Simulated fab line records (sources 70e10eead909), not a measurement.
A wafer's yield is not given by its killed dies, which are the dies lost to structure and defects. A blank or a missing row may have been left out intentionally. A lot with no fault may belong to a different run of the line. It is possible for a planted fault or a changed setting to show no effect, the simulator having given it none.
8D (eight disciplines) problem report, filled in by code || flow nand harc || the parts of the form that need people (team, actions taken, sign-off) are left out

## 1. THE ISSUE
Wafers without a fault read 54, standard deviation 21; killed at array at NHARC_END_SORT_01 reads a mean of 315 on 6 wafers belonging to 2 lots. Measured from the usual mean, that is +12 standard deviations.
Earliest sighting: wafer L170.3 on prober-02 at day 27 16:41. The record holds 18 wafers of 6 lots with a number at this step. By rule, "out" or "out of limits" means more than 4 standard deviations away from the usual mean. Any other wafer with a number is counted as sound.

## 2. WHAT IT IS; WHAT IT IS NOT
{"question": "which readings at this step", "is": "killed at array, killed dies", "is not": "killed at other, killed at periphery, killed open, killed short"}
{"question": "which lots", "is": "L170, L172", "is not": "L177, L178, L179, L183"}
{"question": "which wafers of those lots", "is": "all that have a number", "is not": "-"}
{"question": "read on which gauges", "is": "prober-01, prober-02", "is not": "-"}
{"question": "when", "is": "from day 27 16:41", "is not": "up to then (0 sound wafers); but 12 sound wafers of L177, L178, L179, L183 came after"}

## 3. SUSPECTS, AND WHAT RULES EACH OUT
Counting: a tool stays on the suspect list if, at a process step up to the reading, it processed all lots that are out and no sound lot following the first of them.
- the gauge at NHARC_END_SORT_01 has been ruled out. 2 gauges (prober-01, prober-02) read the wafers that are out.
- rie diel-01 at NHARC_A_CONTACT_ETCH_31 (etches the open film in O2/COS, target depth 2800 nm, time 728 s): ruled out as a lasting fault. Following L170 (day 25 08:25), the first lot on it that is out, the sound lots L183 were run on it.
Left after counting: nothing in the record.

## 4. THE CAUSE (what the simulator had put in)
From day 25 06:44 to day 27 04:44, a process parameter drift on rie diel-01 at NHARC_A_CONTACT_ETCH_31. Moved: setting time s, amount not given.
It was ruled out by counting, in error; the rule expects a fault to strike all lots run on its tool from its start on, and this fault did not.

## 5. THE EFFECT CHAIN, in route order
Each row: a reading where the mean over the struck wafers with a number is more than 3 standard deviations away from the usual. Only readings whose record carries a usual standard deviation are examined. hours: median over the lots of the time between each lot's start at the first step of this table that gives one and its start at this step. sigmas: the change, counted in usual standard deviations.
{"hours": 0, "step": "NHARC_A_CONTACT_ETCH_31", "reading": "run length s", "usual": "749.5 s", "on struck wafers": 584.5, "change": -165.0, "sigmas": "-99 or more"}
{"hours": 52, "step": "NHARC_END_SORT_01", "reading": "killed at array", "usual": 54, "on struck wafers": 315, "change": "+261", "sigmas": "+12"}
{"hours": 52, "step": "NHARC_END_SORT_01", "reading": "killed dies", "usual": 58, "on struck wafers": 319, "change": "+261", "sigmas": "+12"}
It contains these process steps:
- NHARC_A_CONTACT_ETCH_31: etches the open film in O2/COS, target depth 2800 nm, time 728 s.
Readings that are blank on the struck wafers while sound wafers have them: bias w at NHARC_A_CONTACT_ETCH_31.

## 6. WHAT WOULD HAVE CAUGHT IT SOONER
In this record the first reading out of limits at a measuring or inspecting step was taken at day 27 16:41, 58 hours after the fault began at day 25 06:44.
The tool's own readings at NHARC_A_CONTACT_ETCH_31 were out on every struck wafer that the step has a row for (run length s): an alarm limit on them would have fired on the first of those.
